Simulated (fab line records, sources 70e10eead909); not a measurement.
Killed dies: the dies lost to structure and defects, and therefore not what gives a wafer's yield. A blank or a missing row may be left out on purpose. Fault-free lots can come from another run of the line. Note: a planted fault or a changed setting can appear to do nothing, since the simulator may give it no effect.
Struck lot and sound lot, side by side || flow nand-harc || 26 out of 1302 route steps
Sound: these wafers, L286.2, L286.5, L286.6. The struck wafers were L277.2, L277.3. The cause is given at the end.
At each step with rows: each side's tool, then ch and its chambers, then its first start. Under that, the readings that differ: sound wafers || struck wafers || difference of the means || sigmas: that difference in standard deviations of wafers without a fault.
alike: words and numbers the same on both sides, and readings whose means are apart by under 2 such deviations; not compared: readings that were withheld, readings missing a value for some wafer, numbers with overlapping values and no deviation given by the record, and bounds like >300 which may hide the same value.
The two part at a step that has a row with sigmas, a row that says differs or no value, or rows on one side only. Numbers that don't overlap but have no deviation are shown without sigmas and don't part them. A reading missing from all wafers of one side parts the sides only when that side holds two or more wafers.

first, 6 steps without rows for these wafers: NHARC_A_SLIT_COAT_03 (resist thk 90 nm); NHARC_A_SLIT_SOFTBAKE_04 (time 55 s); NHARC_A_SLIT_EBR_05; NHARC_A_SLIT_EXPOSE_06 (exposes mask SLIT); NHARC_A_SLIT_PEB_07 (peb time 65 s); NHARC_A_SLIT_DEVELOP_08 (develop time 35 s).
NHARC_A_SLIT_CD_MEAS_09: the cd target is 300 nm.
  sound on cd-sem-02 ch 0, day 25 11:49; struck on cd-sem-02 ch 0, day 22 07:57
  alike: cd-nm
NHARC_A_SLIT_OVL_MEAS_10:
  sound on overlay-02 at day 25 11:55; struck on overlay-02 at day 22 08:02
{"reading": "overlay-y-nm (nm)", "sound": "-2.0 -1.6 -1.9", "struck": "0.7 1.7", "difference": "+3.0", "sigmas": "+4"}
  alike: overlay-x-nm
NHARC_A_SLIT_INSPECT_11:
  sound on defect-inspect-02 at day 25 11:57; struck on defect-inspect-01 at day 22 08:05
{"reading": "raw-defect-count", "sound": "92 98 89", "struck": "22 22", "difference": -71, "sigmas": -3}
NHARC_A_SLIT_DESCUM_14: chemistry O2, time 3 s.
  sound on rie-diel-09 ch 2,3, day 25 12:01; struck on rie-diel-09 ch 0,3, day 22 08:09
  alike: drypump-motor-current-A, oes-product-au, rf-vpp-V, showerhead-plenum-p-Torr, throttle-valve-pct
  not compared: rf-hours-counter-h
NHARC_A_SLIT_ETCH_24: etches the open film in CF4/CHF3, target depth 121 nm, time 60.5 s.
  sound on rie-diel-09 ch 0,2,3, day 25 12:06; struck on rie-diel-09 ch 1,2, day 22 08:14
  alike: cf4-flow-sccm, drypump-motor-current-A, oes-product-au, rf-vpp-V, showerhead-plenum-p-Torr, throttle-valve-pct
  not compared: rf-hours-counter-h
NHARC_A_SLIT_ETCH_15: etches the open film in O2/COS, target depth 6200 nm, time 1612 s.
  sound: rie-diel-09 ch 0,1,2; struck: rie-diel-09 ch 0,1
  alike: drypump-motor-current-A, oes-product-au, rf-vpp-V, showerhead-plenum-p-Torr, throttle-valve-pct
  not compared: rf-hours-counter-h
NHARC_A_SLIT_ETCH_17: etches the open film in C4F8/O2/Ar, time 4254.5 s, target depth 20300 nm.
  sound on har-etch-01 ch 0,1, day 25 13:50; struck on har-etch-02 ch 0, day 22 13:01
{"reading": "showerhead-plenum-p-Torr (Torr)", "sound": "3.61 3.61 3.61", "struck": "3.90 3.90", "difference": "+0.29", "sigmas": "+2"}
  alike: drypump-motor-current-A, throttle-valve-pct
  not compared: rf-hours-counter-h
then, 3 steps without rows for these wafers: NHARC_A_SLIT_ETCH_26 (etches the open film in C4F8/O2/Ar, time 90 s, target depth 400 nm); NHARC_A_SLIT_STRIP_28 (strips in O2/COS); NHARC_A_SLIT_ETCH_29 (etches the open film in CF4/O2, target depth 100 nm, overetch 10 nm, time 55 s).
NHARC_A_SLIT_STRIP_18: strips in O2.
  sound: rie-diel-05 ch 0,3; struck: rie-diel-05 ch 1,2
{"reading": "drypump-motor-current-A (A)", "sound": "6.4 6.4 6.6", "struck": "5.2 5.7", "difference": -1.0, "sigmas": -2}
  alike: oes-product-au, rf-vpp-V, showerhead-plenum-p-Torr, throttle-valve-pct
  not compared: rf-hours-counter-h
then, 2 steps without rows for these wafers: NHARC_A_SLIT_PRECLEAN_19 (cleans in SC1); NHARC_A_SLIT_SRD_20.
NHARC_A_SLIT_CD_MEAS_21:
  sound on cd-sem-01 at day 25 18:52; struck on cd-sem-03 at day 22 18:07
  alike: cd-nm
then, 3 steps without rows for these wafers: NHARC_A_SIN_REMOVE_WET_00 (chemistry H3PO4, time 15300 s); NHARC_A_SIN_REMOVE_PRECLEAN_01 (cleans in SC1); NHARC_A_SIN_REMOVE_SRD_02.
NHARC_A_SIN_REMOVE_INSPECT_04:
  sound on defect-inspect-02 at day 26 01:15; struck on defect-inspect-02 at day 23 00:06
{"reading": "raw-defect-count", "sound": "407 350 408", "struck": "947 1019", "difference": "+595", "sigmas": "+7"}
  not compared: hold
NHARC_A_WL_FILL_ALD_00: deposits Al2O3, target thk 3 nm, pulse time 3 s, ald cycles 30.
  sound on ald-hk-04 ch 0,2,3, day 26 01:24; struck on ald-hk-03 ch 0,3, day 23 02:37
{"reading": "hold", "sound": "- - -", "struck": "await-dispo/2.5h/release await-dispo/2.5h/release", "difference": "no value on the sound wafers", "sigmas": ""}
  alike: heater-power-outer-w, heater-power-w, precursor-pulse-height-rel
  not compared: since-wet-clean-h
-- record jumps: 5 days between struck wafers' starts before vs after; left off in module A_WL_FILL, resumes in module END, first step shown is number 1302 of the route --
NHARC_END_SORT_01:
  at this point the record logs the struck wafers (prober-02 ch 0, day 28 08:38) and has no rows for the sound ones

## WHERE THEY PART
Last at NHARC_END_SORT_01 as far as this record goes, first at NHARC_A_SLIT_OVL_MEAS_10.

WHY: what had been put in by the simulator
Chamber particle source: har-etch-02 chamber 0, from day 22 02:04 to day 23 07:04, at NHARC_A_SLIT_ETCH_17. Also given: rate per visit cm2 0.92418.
